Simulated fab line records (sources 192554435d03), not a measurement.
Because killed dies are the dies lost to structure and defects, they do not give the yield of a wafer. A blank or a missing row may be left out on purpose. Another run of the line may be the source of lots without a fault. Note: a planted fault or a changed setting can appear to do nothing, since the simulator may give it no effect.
fab line records + flow n5_finfet
[record]
- lots = 10
- wafers = 29
- last_day = 17
route steps=1938 shown GATE_CUT@466 BEOL_M4@1111 PASSIVATION@1936
lots that met no fault: taken from a fault-free run of the same line
start_h: start of the lot's first displayed wafer, in hours after the record's first day + wait_h: how many hours have passed since the lot's step before this one + " identical to the entry in the row above + L1.1+2: one row covering several wafers at once + - either no value or no given start + * or withheld: withheld + < > ~ a bound
route shown NAME@n: a module of which the file shows steps, and the number in the route of the first + usual: average and standard deviation across the fault-free wafers + same: alike in all rows + chamber/n: place in a boat + sites: the reading at each site + _std_site: their standard deviation + _edge_site: the outer-site mean with the inner-site mean subtracted + radius_mm: for every site, how far away it sits from the centre of the wafer + mask NAME#n: copy n + behind: the tool/chamber that last shaped the wafer + hold: why the lot went on hold/how many hours it stayed there/how the hold came to an end + device: the n, p or np transistor that did not switch + end of line: tests run on the same wafers once the route is complete + step lacking rows: just its recipe + killed: the dies lost at the first sort to structure and to defects; this is not the yield of the wafer + map: per-die view of a wafer (x killed, . not killed, _ where there is no die)
set.NAME: the run value of the setting; set.NAME@STEP: its run value at that earlier step + model.NAME: the simulator's own value behind a step, which no gauge read
steps of the route over a sample of lots; a table a step, a row a wafer
services: from which hour (start_h, from the record's first day; less than 0 if before it) a tool's chamber was out of use, for how many hours, and why
[[steps]]
[step N5_GATE_CUT_ETCH_56]
[recipe]
- chemistry = Cl2/Ar
- target = TiN
- target_depth_a = 216
- pressure_mtorr = 10
- icp_w = 600
- bias_w = 60
- Cl2_flow_sccm = 40
- Ar_flow_sccm = 60
[usual]
- drypump_motor_current_A = 5.6/0.36
- oes_ar_750_au = 0.78/0.11
- oes_product_au = 0.80/0.1
- throttle_valve_pct = 20.69/0.23
| lot.wafer | tool         | chamber | start_h | wait_h | drypump_motor_current_A | oes_ar_750_au | oes_product_au | rf_hours_counter_h | throttle_valve_pct |
|-----------|--------------|---------|---------|--------|-------------------------|---------------|----------------|--------------------|--------------------|
| L772.3    | rie_metal-03 | 0       | 88.65   | 0.1    | 5.3                     | 0.72          | 0.71           | -                  | 20.72              |
| L772.4    | "            | 1       | "       | "      | 5.6                     | 0.71          | 0.75           | -                  | 20.38              |
| L772.6    | "            | 1       | "       | "      | 5.6                     | 0.71          | 0.74           | -                  | 20.39              |
| L775.1    | rie_metal-03 | 1       | 103.64  | 0.1    | 5.6                     | 0.71          | 0.74           | 58                 | 20.38              |
| L775.2    | "            | 0       | "       | "      | 5.3                     | 0.71          | 0.72           | 63                 | 20.71              |
| L775.6    | "            | 1       | "       | "      | 5.6                     | 0.71          | 0.74           | -                  | 20.38              |
| L776.1    | rie_metal-01 | 0       | 111.93  | 0.1    | 5.0                     | 0.90          | 0.94           | 1                  | 20.75              |
| L776.2    | "            | 1       | "       | "      | 5.7                     | 0.95          | 0.92           | 4                  | 20.65              |
| L776.5    | "            | 0       | "       | "      | 5.0                     | 0.91          | 0.94           | -                  | 20.74              |
| L777.2    | rie_metal-02 | 1       | 118.33  | 0.1    | 6.5                     | 0.60          | 0.59           | 138                | 21.06              |
| L777.3    | "            | 0       | "       | "      | 5.5                     | 0.85          | 0.86           | -                  | 21.11              |
| L777.5    | "            | 0       | "       | "      | 5.5                     | 0.84          | 0.86           | -                  | 21.10              |
| L779.1    | rie_metal-03 | 1       | 131.30  | 0.1    | 5.6                     | 0.71          | 0.74           | 60                 | 20.40              |
| L779.2    | "            | 0       | "       | "      | 5.3                     | 0.71          | 0.71           | 65                 | 20.73              |
| L779.3    | "            | 1       | "       | "      | 5.6                     | 0.70          | 0.74           | -                  | 20.40              |
| L781.2    | rie_metal-03 | 1       | 141.61  | 0.1    | 5.6                     | 0.70          | 0.74           | 61                 | 20.38              |
| L781.3    | "            | 0       | "       | "      | 5.3                     | 0.70          | 0.71           | -                  | 20.72              |
| L781.4    | "            | 1       | "       | "      | 5.6                     | 0.70          | 0.73           | -                  | 20.40              |
| L782.4    | rie_metal-01 | 1       | 146.88  | 0.1    | 5.7                     | 0.92          | 0.92           | -                  | 20.66              |
| L782.6    | "            | 1       | "       | "      | 5.7                     | 0.93          | 0.92           | -                  | 20.65              |
| L783.2    | rie_metal-03 | 0       | 151.14  | 0.1    | 5.3                     | 0.70          | 0.70           | 67                 | 20.72              |
| L783.4    | "            | 0       | "       | "      | 5.3                     | 0.70          | 0.71           | -                  | 20.73              |
| L783.5    | "            | 1       | "       | "      | 5.6                     | 0.70          | 0.74           | -                  | 20.39              |
| L788.2    | rie_metal-03 | 0       | 189.78  | 0.1    | 5.3                     | 0.69          | 0.70           | 70                 | 20.73              |
| L788.4    | "            | 1       | "       | "      | 5.6                     | 0.69          | 0.73           | -                  | 20.42              |
| L788.5    | "            | 0       | "       | "      | 5.3                     | 0.70          | 0.69           | -                  | 20.73              |
| L790.1    | rie_metal-01 | 1       | 193.61  | 0.1    | 5.7                     | 0.90          | 0.89           | 11                 | 20.66              |
| L790.2    | "            | 0       | "       | "      | 5.0                     | 0.84          | 0.88           | 8                  | 20.75              |
| L790.6    | "            | 0       | "       | "      | 5.0                     | 0.85          | 0.88           | -                  | 20.76              |
[step N5_GATE_CUT_ETCHBACK_30]
[recipe]
- chemistry = Cl2/Ar
- target = TiN
- target_depth_a = 30
- mode = isotropic
- pressure_mtorr = 10
- icp_w = 600
- bias_w = 60
- Cl2_flow_sccm = 40
- Ar_flow_sccm = 60
[usual]
- drypump_motor_current_A = 5.5/0.36
- oes_ar_750_au = 0.78/0.11
- oes_product_au = 0.80/0.1
- throttle_valve_pct = 20.69/0.23
| lot.wafer | tool         | chamber | start_h | wait_h | drypump_motor_current_A | oes_ar_750_au | oes_product_au | rf_hours_counter_h | throttle_valve_pct |
|-----------|--------------|---------|---------|--------|-------------------------|---------------|----------------|--------------------|--------------------|
| L772.3    | rie_metal-03 | 0       | 88.72   | 0.0    | 5.3                     | 0.72          | 0.72           | -                  | 20.72              |
| L772.4    | "            | 1       | "       | "      | 5.6                     | 0.72          | 0.75           | -                  | 20.38              |
| L772.6    | "            | 1       | "       | "      | 5.6                     | 0.71          | 0.75           | -                  | 20.38              |
| L775.1    | rie_metal-03 | 1       | 103.76  | 0.1    | 5.6                     | 0.70          | 0.74           | 58                 | 20.37              |
| L775.2    | "            | 0       | "       | "      | 5.3                     | 0.71          | 0.72           | 63                 | 20.68              |
| L775.6    | "            | 1       | "       | "      | 5.6                     | 0.71          | 0.74           | -                  | 20.39              |
| L776.1    | rie_metal-01 | 0       | 112.05  | 0.1    | 5.0                     | 0.90          | 0.94           | 1                  | 20.76              |
| L776.2    | "            | 1       | "       | "      | 5.7                     | 0.96          | 0.94           | 4                  | 20.64              |
| L776.5    | "            | 0       | "       | "      | 5.0                     | 0.90          | 0.93           | -                  | 20.75              |
| L777.2    | rie_metal-02 | 1       | 118.42  | 0.1    | 6.5                     | 0.59          | 0.59           | 138                | 21.04              |
| L777.3    | "            | 0       | "       | "      | 5.6                     | 0.85          | 0.87           | -                  | 21.09              |
| L777.5    | "            | 0       | "       | "      | 5.6                     | 0.85          | 0.87           | -                  | 21.10              |
| L779.1    | rie_metal-03 | 1       | 131.39  | 0.1    | 5.6                     | 0.70          | 0.73           | 60                 | 20.39              |
| L779.2    | "            | 0       | "       | "      | 5.3                     | 0.70          | 0.71           | 65                 | 20.72              |
| L779.3    | "            | 1       | "       | "      | 5.6                     | 0.70          | 0.74           | -                  | 20.40              |
| L781.2    | rie_metal-03 | 1       | 141.70  | 0.1    | 5.6                     | 0.70          | 0.74           | 61                 | 20.39              |
| L781.3    | "            | 0       | "       | "      | 5.3                     | 0.70          | 0.71           | -                  | 20.72              |
| L781.4    | "            | 1       | "       | "      | 5.6                     | 0.70          | 0.72           | -                  | 20.40              |
| L782.4    | rie_metal-01 | 1       | 146.95  | 0.0    | 5.7                     | 0.93          | 0.93           | -                  | 20.65              |
| L782.6    | "            | 1       | "       | "      | 5.7                     | 0.93          | 0.91           | -                  | 20.66              |
| L783.2    | rie_metal-03 | 0       | 151.23  | 0.1    | 5.3                     | 0.70          | 0.71           | 67                 | 20.74              |
| L783.4    | "            | 0       | "       | "      | 5.3                     | 0.70          | 0.71           | -                  | 20.73              |
| L783.5    | "            | 1       | "       | "      | 5.6                     | 0.69          | 0.73           | -                  | 20.39              |
| L788.2    | rie_metal-03 | 0       | 189.87  | 0.1    | 5.3                     | 0.69          | 0.70           | 70                 | 20.72              |
| L788.4    | "            | 1       | "       | "      | 5.6                     | 0.69          | 0.73           | -                  | 20.40              |
| L788.5    | "            | 0       | "       | "      | 5.3                     | 0.69          | 0.70           | -                  | 20.72              |
| L790.1    | rie_metal-01 | 1       | 193.70  | 0.1    | 5.7                     | 0.91          | 0.89           | 11                 | 20.67              |
| L790.2    | "            | 0       | "       | "      | 5.0                     | 0.83          | 0.88           | 8                  | 20.76              |
| L790.6    | "            | 0       | "       | "      | 5.0                     | 0.84          | 0.88           | -                  | 20.75              |
[step N5_GATE_CUT_STRIP_42]
[recipe]
- chemistry = O2
- power_w = 400
- temp_c = 40
- pressure_mtorr = 30
- rf_frequency_hz = 6e+07
- bias_power_w = 0
- overash_fraction = 0.3
- o2_flow_sccm = 225
[usual]
- bias_power_w = 0/0
- chamber_pressure_mTorr = 30.001/0.026
- drypump_motor_current_A = 5.7/0.32
- oes_product_au = 0.80/0.066
- rf_vpp_V = 3.6/0.5
- showerhead_plenum_p_Torr = 2.10/0.067
- throttle_valve_pct = 16.66/0.21
| lot.wafer | tool        | chamber | start_h | wait_h | bias_power_w | chamber_pressure_mTorr | drypump_motor_current_A | oes_product_au | rf_hours_counter_h | rf_vpp_V | showerhead_plenum_p_Torr | throttle_valve_pct |
|-----------|-------------|---------|---------|--------|--------------|------------------------|-------------------------|----------------|--------------------|----------|--------------------------|--------------------|
| L772.3    | rie_diel-04 | 3       | 92.43   | 0.0    | 0            | 30.055                 | 5.0                     | 0.80           | 96                 | 3.8      | 2.11                     | 16.21              |
| L772.4    | "           | 0       | "       | "      | 0            | 29.976                 | 5.7                     | 0.83           | 79                 | 3.4      | 2.15                     | 16.78              |
| L772.6    | "           | 3       | "       | "      | 0            | 29.998                 | 5.0                     | 0.80           | -                  | 3.2      | 2.11                     | 16.24              |
| L775.1    | rie_diel-01 | 3       | 107.61  | 0.0    | 0            | 29.978                 | 5.7                     | 0.78           | 118                | 3.4      | 2.00                     | 16.70              |
| L775.2    | "           | 1       | "       | "      | 0            | 29.992                 | 5.9                     | 0.74           | 173                | 4.4      | 2.02                     | 16.90              |
| L775.6    | "           | 3       | "       | "      | 0            | 29.968                 | 5.7                     | 0.78           | -                  | 3.5      | 2.00                     | 16.68              |
| L776.1    | rie_diel-01 | 3       | 115.97  | 0.0    | 0            | 30.033                 | 5.7                     | 0.79           | 121                | 3.3      | 2.00                     | 16.69              |
| L776.2    | "           | 2       | "       | "      | 0            | 29.980                 | 6.3                     | 0.75           | 159                | 4.4      | 2.19                     | 16.71              |
| L776.5    | "           | 1       | "       | "      | 0            | 30.024                 | 5.9                     | 0.74           | -                  | 3.8      | 2.02                     | 16.91              |
| L777.2    | rie_diel-03 | 0       | 122.13  | 0.0    | 0            | 30.026                 | 5.7                     | 0.90           | 27                 | 3.1      | 2.21                     | 16.71              |
| L777.3    | "           | 3       | "       | "      | 0            | 30.050                 | 5.9                     | 0.71           | 197                | 3.4      | 2.09                     | 16.82              |
| L777.5    | "           | 3       | "       | "      | 0            | 30.016                 | 5.9                     | 0.71           | -                  | 3.6      | 2.09                     | 16.82              |
| L779.1    | rie_diel-04 | 1       | 135.09  | 0.0    | 0            | 30.037                 | 5.7                     | 0.90           | 48                 | 3.9      | 2.08                     | 16.55              |
| L779.2    | "           | 0       | "       | "      | 0            | 29.979                 | 5.7                     | 0.82           | 93                 | 3.7      | 2.14                     | 16.82              |
| L779.3    | "           | 2       | "       | "      | 0            | 30.029                 | 6.0                     | 0.72           | 205                | 3.6      | 1.99                     | 16.75              |
| L781.2    | rie_diel-01 | 0       | 145.40  | 0.0    | 0            | 29.963                 | 5.7                     | 0.85           | 41                 | 3.9      | 2.16                     | 16.47              |
| L781.3    | "           | 1       | "       | "      | 0            | 30.012                 | 5.9                     | 0.73           | 183                | 4.5      | 2.02                     | 16.91              |
| L781.4    | "           | 2       | "       | "      | 0            | 29.980                 | 6.4                     | 0.74           | 167                | 3.2      | 2.19                     | 16.73              |
| L782.4    | rie_diel-04 | 0       | 150.78  | 0.0    | 0            | 29.991                 | 5.7                     | 0.82           | 96                 | 4.2      | 2.14                     | 16.81              |
| L782.6    | "           | 3       | "       | "      | 0            | 30.000                 | 5.0                     | 0.78           | -                  | 3.4      | 2.10                     | 16.25              |
| L783.2    | rie_diel-04 | 1       | 155.04  | 0.0    | 0            | 29.973                 | 5.7                     | 0.89           | 53                 | 3.2      | 2.08                     | 16.57              |
| L783.4    | "           | 0       | "       | "      | 0            | 30.010                 | 5.7                     | 0.81           | -                  | 3.6      | 2.14                     | 16.82              |
| L783.5    | "           | 1       | "       | "      | 0            | 30.008                 | 5.7                     | 0.89           | -                  | 3.7      | 2.08                     | 16.55              |
| L788.2    | rie_diel-03 | 3       | 194.34  | 0.0    | -            | -                      | -                       | -              | -                  | -        | -                        | -                  |
| L788.4    | "           | 2       | "       | "      | -            | -                      | -                       | -              | -                  | -        | -                        | -                  |
| L788.5    | "           | 0       | "       | "      | -            | -                      | -                       | -              | -                  | -        | -                        | -                  |
| L790.1    | rie_diel-04 | 1       | 197.46  | 0.0    | -            | -                      | -                       | -              | -                  | -        | -                        | -                  |
| L790.2    | "           | 0       | "       | "      | -            | -                      | -                       | -              | -                  | -        | -                        | -                  |
| L790.6    | "           | 2       | "       | "      | -            | -                      | -                       | -              | -                  | -        | -                        | -                  |
[step N5_GATE_CUT_VAPOR_ETCH_48]
[recipe]
- chemistry = BCl3/Cl2
- target = TiN
- mode = isotropic
[usual]
- drypump_motor_current_A = 5.5/0.4
- oes_product_au = 0.83/0.11
| lot.wafer | tool         | chamber | start_h | wait_h | drypump_motor_current_A | oes_product_au |
|-----------|--------------|---------|---------|--------|-------------------------|----------------|
| L772.3    | rie_metal-03 | 1       | 92.77   | 0.0    | 5.6                     | 0.76           |
| L772.4    | "            | 0       | "       | "      | 5.3                     | 0.72           |
| L772.6    | "            | 0       | "       | "      | 5.3                     | 0.72           |
| L775.1    | rie_metal-03 | 0       | 107.94  | 0.0    | 5.3                     | 0.71           |
| L775.2    | "            | 1       | "       | "      | 5.6                     | 0.75           |
| L775.6    | "            | 1       | "       | "      | 5.6                     | 0.75           |
| L776.1    | rie_metal-01 | 0       | 116.36  | 0.0    | 5.0                     | 0.99           |
| L776.2    | "            | 1       | "       | "      | 5.7                     | 0.94           |
| L776.5    | "            | 1       | "       | "      | 5.7                     | 0.94           |
| L777.2    | rie_metal-03 | 0       | 122.45  | 0.0    | 5.3                     | 0.71           |
| L777.3    | "            | 0       | "       | "      | 5.3                     | 0.70           |
| L777.5    | "            | 0       | "       | "      | 5.3                     | 0.69           |
| L779.1    | rie_metal-01 | 1       | 135.42  | 0.0    | 5.7                     | 0.95           |
| L779.2    | "            | 0       | "       | "      | 5.0                     | 0.97           |
| L779.3    | "            | 0       | "       | "      | 5.0                     | 0.96           |
| L781.2    | rie_metal-01 | 1       | 145.72  | 0.0    | 5.6                     | 0.93           |
| L781.3    | "            | 1       | "       | "      | 5.6                     | 0.93           |
| L781.4    | "            | 0       | "       | "      | 5.0                     | 0.95           |
| L782.4    | rie_metal-02 | 0       | 151.32  | 0.1    | 5.6                     | 0.84           |
| L782.6    | "            | 0       | "       | "      | 5.6                     | 0.84           |
| L783.2    | rie_metal-01 | 0       | 155.38  | 0.0    | 5.0                     | 0.94           |
| L783.4    | "            | 1       | "       | "      | 5.7                     | 0.93           |
| L783.5    | "            | 0       | "       | "      | 5.0                     | 0.95           |
| L788.2    | rie_metal-01 | 1       | 194.67  | 0.0    | 5.7                     | 0.90           |
| L788.4    | "            | 0       | "       | "      | 5.0                     | 0.93           |
| L788.5    | "            | 0       | "       | "      | 5.0                     | 0.92           |
| L790.1    | rie_metal-02 | 1       | 197.79  | 0.0    | 6.6                     | 0.97           |
| L790.2    | "            | 0       | "       | "      | 5.5                     | 0.82           |
| L790.6    | "            | 0       | "       | "      | 5.6                     | 0.82           |
[step N5_BEOL_M4_RC_MEAS_101]
[usual]
- DIBL_N = 37.1/2.4
- DIBL_P = 37/3
- IOFF_N = 0.18/0.053
- IOFF_P = 0.21/0.05
- ION_N = 674/14
- ION_P = 459/9.2
- SS_N = 72.1/0.9
- SS_P = 73.4/0.89
- VT_N = 250/3.8
- VT_P = -251/3.7
| lot.wafer | tool      | chamber | start_h | wait_h | DIBL_N[mV/V] | DIBL_P[mV/V] | IOFF_N[nA/um] | IOFF_P[nA/um] | ION_N[uA/um] | ION_P[uA/um] | SS_N[mV/dec] | SS_P[mV/dec] | VT_N[mV] | VT_P[mV] |
|-----------|-----------|---------|---------|--------|--------------|--------------|---------------|---------------|--------------|--------------|--------------|--------------|----------|----------|
| L772.3    | prober-01 | 0       | 182.98  | 0.3    | 39.5         | 40           | 0.21          | 0.29          | 680          | 466          | 72.7         | 74.0         | 248      | -246     |
| L772.4    | "         | 0       | "       | "      | 36.7         | 37           | 0.15          | 0.22          | 671          | 461          | 71.6         | 73.3         | 251      | -251     |
| L772.6    | "         | 0       | "       | "      | 34.4         | 33           | 0.13          | 0.17          | 654          | 450          | 71.9         | 71.9         | 255      | -253     |
| L775.1    | prober-01 | 0       | 200.63  | 0.2    | 35.0         | 34           | 0.13          | 0.16          | 664          | 455          | 71.5         | 73.0         | 253      | -251     |
| L775.2    | "         | 0       | "       | "      | 34.1         | 32           | 0.12          | 0.14          | 652          | 445          | 71.4         | 72.2         | 256      | -257     |
| L775.6    | "         | 0       | "       | "      | 36.0         | 35           | 0.14          | 0.17          | 664          | 453          | 71.1         | 72.8         | 255      | -255     |
| L776.1    | prober-02 | 0       | 205.69  | 0.0    | 40.3         | 37           | 0.26          | 0.19          | 659          | 447          | 74.5         | 73.1         | 250      | -253     |
| L776.2    | "         | 0       | "       | "      | 35.2         | 35           | 0.13          | 0.16          | 654          | 445          | 70.6         | 73.0         | 253      | -254     |
| L776.5    | "         | 0       | "       | "      | 36.3         | 36           | 0.14          | 0.17          | 655          | 441          | 71.5         | 72.5         | 252      | -254     |
| L777.2    | prober-01 | 0       | 210.38  | 0.2    | 37.7         | 40           | 0.19          | 0.22          | 671          | 459          | 72.5         | 74.4         | 250      | -251     |
| L777.3    | "         | 0       | "       | "      | 34.9         | 36           | 0.13          | 0.18          | 657          | 450          | 71.4         | 73.3         | 253      | -253     |
| L777.5    | "         | 0       | "       | "      | 36.0         | 36           | 0.16          | 0.18          | 679          | 457          | 72.1         | 72.9         | 250      | -254     |
| L779.1    | prober-01 | 0       | 232.04  | 0.0    | 33.4         | 31           | 0.11          | 0.15          | 663          | 456          | 70.8         | 72.4         | 256      | -254     |
| L779.2    | "         | 0       | "       | "      | 39.3         | 38           | 0.22          | 0.24          | 685          | 465          | 72.2         | 73.3         | 247      | -249     |
| L779.3    | "         | 0       | "       | "      | 36.0         | 34           | 0.14          | 0.18          | 661          | 443          | 71.0         | 72.4         | 254      | -253     |
| L782.4    | prober-01 | 0       | 234.68  | 0.5    | 35.6         | 36           | 0.17          | 0.20          | 678          | 462          | 72.4         | 73.2         | 250      | -251     |
| L782.6    | "         | 0       | "       | "      | 37.2         | 38           | 0.22          | 0.23          | 698          | 465          | 71.5         | 74.4         | 244      | -250     |
| L781.2    | prober-02 | 0       | 234.89  | 0.2    | 37.4         | 35           | 0.20          | 0.18          | 679          | 453          | 72.4         | 73.6         | 248      | -253     |
| L781.3    | "         | 0       | "       | "      | 37.3         | 39           | 0.17          | 0.22          | 670          | 455          | 71.4         | 74.0         | 251      | -252     |
| L781.4    | "         | 0       | "       | "      | 38.5         | 39           | 0.20          | 0.22          | 672          | 449          | 73.4         | 74.6         | 250      | -251     |
| L783.2    | prober-02 | 0       | 254.30  | 0.2    | 36.4         | 37           | 0.18          | 0.20          | 671          | 456          | 72.2         | 73.0         | 249      | -252     |
| L783.4    | "         | 0       | "       | "      | 37.8         | 38           | 0.19          | 0.22          | 674          | 453          | 72.7         | 74.0         | 250      | -253     |
| L783.5    | "         | 0       | "       | "      | 36.6         | 38           | 0.19          | 0.22          | 692          | 471          | 71.8         | 72.8         | 246      | -251     |
| L788.2    | prober-02 | 0       | 282.61  | 0.2    | 32.8         | 32           | 0.11          | 0.16          | 661          | 456          | 70.1         | 71.6         | 256      | -254     |
| L788.4    | "         | 0       | "       | "      | 36.2         | 36           | 0.17          | 0.23          | 673          | 466          | 71.6         | 73.3         | 248      | -248     |
| L788.5    | "         | 0       | "       | "      | 34.8         | 32           | 0.13          | 0.18          | 665          | 460          | 71.4         | 72.0         | 254      | -251     |
| L790.1    | prober-02 | 0       | 285.31  | 0.0    | 38.0         | 39           | 0.19          | 0.21          | 677          | 452          | 71.4         | 74.0         | 248      | -249     |
| L790.2    | "         | 0       | "       | "      | 42.6         | 45           | 0.30          | 0.31          | 698          | 471          | 73.4         | 75.3         | 245      | -246     |
| L790.6    | "         | 0       | "       | "      | 43.0         | 45           | 0.30          | 0.32          | 693          | 462          | 73.8         | 75.1         | 244      | -247     |
[step N5_PASSIVATION_PROBE_49]
[usual]
- defect_limited_yield = 91.6/1.4
- killed_at_M0_to_M3 = 32/9.5
- killed_at_M4_up = 13/6
- killed_at_contacts = 12/5.6
- killed_at_front_end = 39/11
- killed_at_other = 2.8/2.3
- killed_dies = 99/16
- killed_open = 65/12
- killed_short = 32/7.6
- sort_bin_4_leakage = 0.1/0.88
- sort_bin_5_function = 4.8/0.88
- sort_bin_6_memory = 3.2/0.65
- sort_n_pass = 1077/29
- sort_yield_pct = 91.2/2.5
[same]
- gross_dies = 1180
- killed_at_back_side = 0
- sort_bin_8_speed[%] = 0
| lot.wafer | tool      | chamber | start_h | wait_h | defect_limited_yield[%] | killed_at_M0_to_M3 | killed_at_M4_up | killed_at_contacts | killed_at_front_end | killed_at_other | killed_dies | killed_open | killed_short | sort_bin_4_leakage[%] | sort_bin_5_function[%] | sort_bin_6_memory[%] | sort_n_pass | sort_yield_pct[%] |
|-----------|-----------|---------|---------|--------|-------------------------|--------------------|-----------------|--------------------|---------------------|-----------------|-------------|-------------|--------------|-----------------------|------------------------|----------------------|-------------|-------------------|
| L781.2    | prober-02 | -       | 343.54  | 0.1    | 91.0                    | 28                 | 14              | 12                 | 49                  | 3               | 106         | 69          | 37           | 0                     | 4.8                    | 3.7                  | 1074        | 91.0              |
// killed by level:class
L781.2 FIN_SAQP:geometric_particle:open=16 FIN_SAQP:geometric_particle:short=10 MOL_CONTACT_COAG:geometric_particle:open=10 BEOL_M2:geometric_particle:open=8 BEOL_M3:geometric_particle:open=7 STI_FIN_REVEAL:geometric_particle:open=6 BEOL_M4:geometric_particle:open=5 BEOL_M0_SAQP:geometric_particle:short=4
[[services]]
| tool         | chamber | start_h | hours | kind           |
|--------------|---------|---------|-------|----------------|
| rie_metal-01 | 1       | 70.26   | -     | clean          |
| rie_metal-01 | 1       | 70.26   | 17.9  | scheduled_down |
| rie_metal-01 | 1       | 70.26   | 17.9  | vent_cycle     |
| rie_diel-01  | 3       | 74.90   | 5.1   | repair         |
| rie_metal-02 | -       | 87.42   | 14.6  | pm             |
| rie_metal-01 | 0       | 88.69   | -     | clean          |
| rie_metal-01 | 0       | 88.69   | 12.3  | scheduled_down |
| rie_metal-01 | 0       | 88.69   | 12.3  | vent_cycle     |
| rie_metal-02 | -       | 142.52  | 0.3   | repair         |
| rie_metal-02 | 1       | 144.09  | -     | clean          |
| rie_metal-02 | 1       | 144.09  | 29.1  | scheduled_down |
| rie_metal-02 | 1       | 144.09  | 29.1  | vent_cycle     |
| rie_diel-04  | -       | 146.76  | 2.8   | pm             |
| rie_diel-04  | 2       | 163.49  | 3.9   | repair         |
[[key]]
[first_sign]
- step = N5_GATE_CUT_STRIP_42
- reading = tool_record
- direction = missing
effect none on later readings
met_at N5_GATE_CUT_STRIP_42
struck_lots L788,L790
rows_end L790.1,L790.2,L790.6
not_acting_at N5_GATE_CUT_ETCH_56,N5_GATE_CUT_ETCHBACK_30,N5_GATE_CUT_VAPOR_ETCH_48
onset_between 155.04 194.34
[fault]
- kind = skipped_step_whole
- tool = rie_diel-03,rie_diel-04
- chamber = -
- onset_h = 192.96
- steps = N5_GATE_CUT_STRIP_42
- scope = struck_lots_only
// rows_end: these wafers met a further fault down the route, and their rows from its step on are left out
